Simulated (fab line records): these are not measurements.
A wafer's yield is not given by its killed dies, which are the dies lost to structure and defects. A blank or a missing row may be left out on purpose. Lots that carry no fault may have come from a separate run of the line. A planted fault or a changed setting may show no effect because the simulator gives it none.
Chamber matching -- flow nand_harc -- rie_diel-08 running NHARC_A_STAIRCASE_DESCUM_270: 4 sister chambers
The step chemistry O2, time 3 s. 14 wafers are shown with their chamber, then 7 later ones without.

## WAFERS WITH THEIR CHAMBER
wafer,chamber,showerhead_plenum_p_Torr (Torr),drypump_motor_current_A (A),oes_product_au (a.u.)
L074.1,3,1.92,5.2,0.997
L074.3,2,1.82,5.2,0.991
L074.5,1,2.08,6.0,1.005
L078.3,0,1.81,5.4,0.996
L078.5,2,1.82,5.2,0.990
L078.6,1,2.07,6.0,0.997
L084.3,0,1.81,5.4,1.001
L084.4,1,2.07,6.1,1.010
L084.6,1,2.07,6.1,1.015
L085.2,1,2.07,6.0,1.008
L085.4,3,1.91,5.2,1.007
L085.6,0,1.81,5.4,0.998
L086.1,0,1.81,5.4,0.991
L086.2,1,2.06,6.0,0.998

SIGNATURES, as means of the wafers listed above
reading,chamber 0,chamber 1,chamber 2,chamber 3,scatter within a chamber
showerhead_plenum_p_Torr,1.8100,2.0700,1.8200,1.9150,0.005
drypump_motor_current_A,5.400,6.033,5.200,5.200,0.0365
oes_product_au,0.99650,1.00550,0.99050,1.00200,0.00591
Rule: a wafer lies at a distance from a chamber equal to the root of the sum of squares, over the readings, of (its reading less the chamber's mean, divided by the reading's scatter). The wafer belongs to the nearest chamber; if the next one is less than 2 further off, it can't be placed. The scatter: the root of (the sum of the squares of (reading less its chamber's mean) over the shown wafers, divided by (wafers less chambers)).

## WAFERS WHOSE CHAMBER IS MISSING
wafer,showerhead_plenum_p_Torr (Torr),drypump_motor_current_A (A),oes_product_au (a.u.)
L086.4,1.91,5.2,1.005
L088.1,1.80,5.4,0.992
L088.5,1.80,5.4,0.991
L088.6,2.06,6.0,1.005
L097.2,1.80,5.2,0.998
L097.4,1.80,5.4,0.987
L097.6,1.80,5.4,1.010

## CHAMBER TAKEN BY EACH
wafer,from the rows above,in truth
L086.4,3,3
L088.1,0,0
L088.5,0,0
L088.6,1,1
L097.2,can't be placed: 2 or 0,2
L097.4,0,0
L097.6,0,0
Correctly placed: 6 of 7. Unplaceable from these rows: 1, with the true chamber sitting among the candidates in 1. 0 placed wrongly.
